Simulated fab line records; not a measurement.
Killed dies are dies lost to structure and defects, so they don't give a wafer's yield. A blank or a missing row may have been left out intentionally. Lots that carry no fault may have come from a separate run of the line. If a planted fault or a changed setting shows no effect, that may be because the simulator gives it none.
Struck lot and sound lot, side by side || flow n5_finfet || 41 out of 1938 route steps
Sound: these wafers, L947.1, L947.3, L947.4. Wafers L956.1, L956.3, L956.5 were the ones struck. At the end, the cause is stated.
Per side, at each step with rows, come the tool, then ch with its chambers, and then its first start. Under that, the readings that differ: sound wafers || struck wafers || difference of the means || sigmas: that difference in standard deviations of wafers without a fault.
alike: words and numbers the same on both sides, and readings whose means are apart by under 2 such deviations; not compared: readings that were withheld, readings missing a value for some wafer, numbers with overlapping values and no deviation given by the record, and bounds like >300 which may hide the same value.
A row with sigmas, a row that says differs or no value, or rows on one side alone: a step with any of these is where the two part. Numbers that don't overlap but have no deviation are shown without sigmas and don't part them. Lack of a reading on every wafer of one side parts them only where that side has two or more wafers.

first, 9 steps without rows for these wafers: N5_BEOL_M4_ANNEAL_95 (time 240 s); N5_BEOL_M4_SPUTTER_96 (material Cu, target thk 4.5 nm, time 8.29 s); N5_BEOL_M4_ECD_50 (material Cu, target thk 300 nm); N5_BEOL_M4_ANNEAL_51 (time 90 s); N5_BEOL_M4_CMP_52 (polishes, stops on SiOC, t overpolish 6.8 s, target thk 40 nm); N5_BEOL_M4_PRE_CLEAN_60 (time 15 s); N5_BEOL_M4_CO_CAP_55 (material Co, precursor CCTBA/H2, target thk 2 nm, time 102.1 s); N5_BEOL_M4_PRE_CLEAN_56 (time 15 s); N5_BEOL_M4_DEP_57 (deposits SiCN from 3MS/NH3, target thk 8 nm, time 14 s).
N5_BEOL_M4_RC_MEAS_101:
  sound on prober-02 ch 0, day 10 05:49; struck on prober-02 ch 0, day 12 20:23
{"reading": "DIBL_P (mV/V)", "sound": "32.0 33.6 32.1", "struck": "35.6 39.6 40.2", "difference": "+5.9", "sigmas": "+2"}
{"reading": "SS_P (mV/dec)", "sound": "72.3 72.7 72.5", "struck": "73.5 74.1 74.4", "difference": "+1.5", "sigmas": "+2"}
  alike: DIBL_N, IOFF_N, IOFF_P, ION_N, ION_P, SS_N, VT_N, VT_P
then, 24 steps without rows for these wafers: N5_BEOL_M5_ILD_DEP_00 (deposits SiCOH lowk from DEMS/porogen, target thk 140.64 nm, time 25.9 s); N5_BEOL_M5_CURE_79 (cures SiCOH lowk, time 240 s); N5_BEOL_M5_PECVD_70 (deposits SiO2 from TEOS/O2, target thk 16 nm, time 18 s); N5_BEOL_M5_HM_DEP_02 (deposits TiN, target thk 20 nm); N5_BEOL_M5_COAT_59 (time 60 s, resist thk 60 nm); N5_BEOL_M5_COAT_60 (time 60 s, resist thk 12 nm); N5_BEOL_M5_COAT_71 (time 60 s, resist thk 5 nm); N5_BEOL_M5_COAT_05 (resist thk 30 nm); N5_BEOL_M5_EBR_07; N5_BEOL_M5_SOFTBAKE_06 (time 60 s); N5_BEOL_M5_EXPOSE_08 (exposes mask M5, target cd 28 nm); N5_BEOL_M5_PEB_09 (peb time 60 s); N5_BEOL_M5_DEVELOP_10 (develop time 30 s); N5_BEOL_M5_DESCUM_16 (chemistry O2, time 7 s); N5_BEOL_M5_ETCH_72 (etches underlayer in N2/H2, target depth 6.5 nm, time 5.2 s); N5_BEOL_M5_ETCH_61 (etches SiARC in CF4, target depth 15.6 nm, time 26 s); N5_BEOL_M5_ETCH_62 (etches SOC in N2/H2, target depth 75 nm, overetch 15 nm, time 112.5 s); N5_BEOL_M5_STRIP_63 (strips in N2/H2); N5_BEOL_M5_STRIP_73 (strips in N2/H2); N5_BEOL_M5_STRIP_64 (strips in CF4); N5_BEOL_M5_HM_OPEN_17 (chemistry Cl2/BCl3, target TiN, target depth 20 nm, overetch 6 nm); N5_BEOL_M5_STRIP_19 (strips in O2); N5_BEOL_M5_COAT_65 (time 60 s, resist thk 60 nm); N5_BEOL_M5_COAT_66 (time 60 s, resist thk 12 nm).
N5_BEOL_M9_HM_DEP_02: deposits TiN, target thk 20 nm.
  sound: pvd_sputter-03 at day 11 19:05; struck: pvd_sputter-02 at day 14 15:55
{"reading": "model.TiN_of_BEOL_M9_HM_DEP_02.thk_nm (nm)", "sound": "20 20 19.8", "struck": "35.6 35 35.6", "difference": "+15.5", "sigmas": ""}
  alike: throttle_valve_pct
N5_BEOL_M9_HM_OPEN_17: chemistry Cl2/BCl3, target TiN, target depth 20 nm, overetch 6 nm.
  sound on rie_metal-01 ch 0,1, day 11 19:52; struck on rie_metal-02 ch 0,1, day 14 16:47
{"reading": "model.etch.depth_nm (nm)", "sound": "20.02 19.98 19.87", "struck": "27.94 25.28 25.3", "difference": "+6.22", "sigmas": ""}
  alike: drypump_motor_current_A, oes_product_au, rf_fwd_power_W, throttle_valve_pct
  not compared: rf_hours_counter_h
N5_BEOL_M9_VIA_ETCH_34: etches SiCOH lowk in C4F6/O2, target depth 182.4 nm, time 68.4 s.
  sound on rie_diel-06 ch 0,2,3, day 11 23:01; struck on rie_diel-02 ch 2,3, day 14 18:29
{"reading": "oes_product_au (a.u.)", "sound": "0.85 0.81 0.72", "struck": "0.33 0.30 0.33", "difference": -0.47, "sigmas": -6}
  alike: C4F6_flow_sccm, drypump_motor_current_A, rf_fwd_power_W, rf_vpp_V, showerhead_plenum_p_Torr, throttle_valve_pct
  not compared: rf_hours_counter_h
N5_BEOL_M9_TRENCH_ETCH_37: etches SiCOH lowk in C4F6/O2, target depth 151.43 nm, time 49 s.
  sound on rie_diel-06 ch 0,2,3; struck on rie_diel-02 ch 2,3
{"reading": "model.TiN_of_BEOL_M9_HM_DEP_02.thk_nm (nm)", "sound": "15.8 15.6 15.8", "struck": "31.4 30.8 31.6", "difference": "+15.5", "sigmas": ""}
  alike: C4F6_flow_sccm, drypump_motor_current_A, oes_product_au, rf_fwd_power_W, rf_vpp_V, showerhead_plenum_p_Torr, throttle_valve_pct
  not compared: rf_hours_counter_h
N5_BEOL_M9_OCD_MEAS_38:
  sound: ocd-01 at day 11 23:18; struck: ocd-02 at day 14 18:46
{"reading": "trench_depth_nm (nm)", "sound": "151 158 145", "struck": "- - -", "difference": "no value on the struck wafers", "sigmas": ""}
N5_BEOL_M9_CD_MEAS_35: target cd 70 nm, target cd y 40 nm.
  sound: cd_sem-03 at day 11 23:33; struck: cd_sem-01 at day 14 19:01
{"reading": "cd_nm (nm)", "sound": "68.7 69.9 69.2", "struck": "- - -", "difference": "no value on the struck wafers", "sigmas": ""}
-- a jump in the record: the struck wafers' starts before and after are 2 days apart (it breaks off in module BEOL_M9 and resumes in module PASSIVATION, where the first step shown is number 1936 of the route) --
N5_PASSIVATION_PROBE_49:
  only the struck wafers here have rows in the record (prober-02, day 17 03:25); the sound ones have none

## WHERE THEY PART
Last at N5_PASSIVATION_PROBE_49 as far as this record goes, first at N5_BEOL_M4_RC_MEAS_101.

WHY: whatever the simulator had introduced
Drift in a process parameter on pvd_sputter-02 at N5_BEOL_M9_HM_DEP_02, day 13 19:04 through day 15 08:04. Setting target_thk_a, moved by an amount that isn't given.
